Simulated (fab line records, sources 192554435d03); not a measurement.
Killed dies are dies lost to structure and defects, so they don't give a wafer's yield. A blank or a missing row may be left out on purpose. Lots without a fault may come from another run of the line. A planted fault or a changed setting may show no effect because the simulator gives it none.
Split-lot experiment | flow n5_finfet | 7 lots, 21 wafers read, on a route of 1938 steps

THE SPLIT
At N5_BEOL_M4_DESCUM_16 (chemistry O2, time 7 s), the setting time_s was moved away from the recipe's 7 s on 7 of the 21 wafers read, by -21.6% to +22.2%. The other wafers ran this setting at the recipe's value.

FROM THE SPLIT TO THE READING: what the file shows between them, 1 step
- N5_BEOL_M4_ETCH_74: etches underlayer in N2/H2, target depth 6.5 nm, time 5.2 s

THE READING
CAR-EUV_of_BEOL_M4_COAT_05.thk_nm (the simulator's own value, which no gauge read), in nm, at N5_BEOL_M4_ETCH_63 (etches SiARC in CF4, target depth 15.6 nm, time 26 s). The file gives no usual value for it. The 14 wafers here that ran the recipe average 11.1 nm, standard deviation 0.13 nm.

wafer  | tool, chamber at the split | time_s as run, s | against the recipe | CAR-EUV_of_BEOL_M4_COAT_05.thk_nm, nm | against lot-mates on the recipe
L077.2 | rie_diel-03, 1,3,0         | 7                | recipe             | 11                                    | -
L077.3 | rie_diel-03, 1,3,0         | 7                | recipe             | 11                                    | -
L077.4 | rie_diel-03, 1,3,0         | 7                | recipe             | 11.2                                  | -
L084.1 | rie_diel-06, 2             | 5.486            | -21.6%             | 11.8                                  | +0.9
L084.2 | rie_diel-06, 0             | 7                | recipe             | 11                                    | -
L084.4 | rie_diel-06, 3             | 7                | recipe             | 10.8                                  | -
L086.2 | rie_diel-06, 1             | 7                | recipe             | 11.2                                  | -
L086.4 | rie_diel-06, 0             | 8.553            | +22.2%             | 10.6                                  | -0.5
L086.6 | rie_diel-06, 3             | 7                | recipe             | 11                                    | -
L087.1 | rie_diel-01, 3             | 7                | recipe             | 11.2                                  | -
L087.2 | rie_diel-01, 1             | 7                | recipe             | 11.2                                  | -
L087.6 | rie_diel-01, 3             | 6.047            | -13.6%             | 11.6                                  | +0.4
L093.4 | rie_diel-03, 2,0           | 7                | recipe             | 11.2                                  | -
L093.5 | rie_diel-03, 2,0           | 7                | recipe             | 11.2                                  | -
L093.6 | rie_diel-03, 3             | 7                | recipe             | 11                                    | -
L096.2 | rie_diel-06, 1,0,1         | 8.469            | +21.0%             | 10.4                                  | no lot-mate on the recipe
L096.4 | rie_diel-06, 1,0,1         | 8.469            | +21.0%             | 10.6                                  | no lot-mate on the recipe
L096.6 | rie_diel-06, 1,0,1         | 8.469            | +21.0%             | 10.6                                  | no lot-mate on the recipe
L097.1 | rie_diel-01, 0             | 7                | recipe             | 11.2                                  | -
L097.3 | rie_diel-01, 2             | 7                | recipe             | 11.2                                  | -
L097.4 | rie_diel-01, 1             | 7.897            | +12.8%             | 10.8                                  | -0.4
Where a row lists several chambers, the file gives one row for several wafers and doesn't say which wafer went through which chamber.

THE FIT
A straight line over all 21 wafers: CAR-EUV_of_BEOL_M4_COAT_05.thk_nm changes by -0.0281 nm for each +1% of time_s; r = -0.93; the points scatter about the line by 0.12 nm.
The same after taking each lot's own level away (the mean of its wafers on the recipe; 18 wafers): -0.0314 nm for each +1%; r = -0.94; scatter 0.1 nm.
On that fit, the largest move of time_s shifts the reading by 0.7 nm.
The lots' own levels span 10.90 to 11.20 nm, that is 2.4 times the standard deviation above.
So the lot-to-lot level changes the slope: the two fits differ.
Check: with one of the wafers moved furthest among these (+22.2%) left out of the fit, the line predicts -0.808 nm for it against its lot-mates. It came out at -0.5 nm against them.

OTHER SPLITS ON THESE WAFERS
These wafers also went through other splits before the reading. Each is held against what the fit with the lots' levels taken away leaves over:
other split on the same wafers | wafers away from the commonest value | r with CAR-EUV_of_BEOL_M4_COAT_05.thk_nm (lot level and that fit taken away)
N5_BEOL_M2_COAT_67 spin_rpm    | 4                                    | -0.29

THE WHOLE CHAIN: every reading that the file lists as answering this split, in the file's order
step                 | what it does                                                | reading                                                                            | change (the file's fit)                | r (the file's)
N5_BEOL_M4_DESCUM_16 | chemistry O2, time 7 s                                      | CAR-EUV_of_BEOL_M4_COAT_05.thk_nm (the simulator's own value, which no gauge read) | -0.0316 nm for each +1% of the setting | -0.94
N5_BEOL_M4_ETCH_74   | etches underlayer in N2/H2, target depth 6.5 nm, time 5.2 s | CAR-EUV_of_BEOL_M4_COAT_05.thk_nm (the simulator's own value, which no gauge read) | -0.0331 nm for each +1% of the setting | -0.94
N5_BEOL_M4_ETCH_63   | etches SiARC in CF4, target depth 15.6 nm, time 26 s        | CAR-EUV_of_BEOL_M4_COAT_05.thk_nm (the simulator's own value, which no gauge read) | -0.0314 nm for each +1% of the setting | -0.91

THE FILE'S OWN FIT
CAR-EUV_of_BEOL_M4_COAT_05.thk_nm changes by -0.0314 nm for each +1% of time_s, r = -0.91.
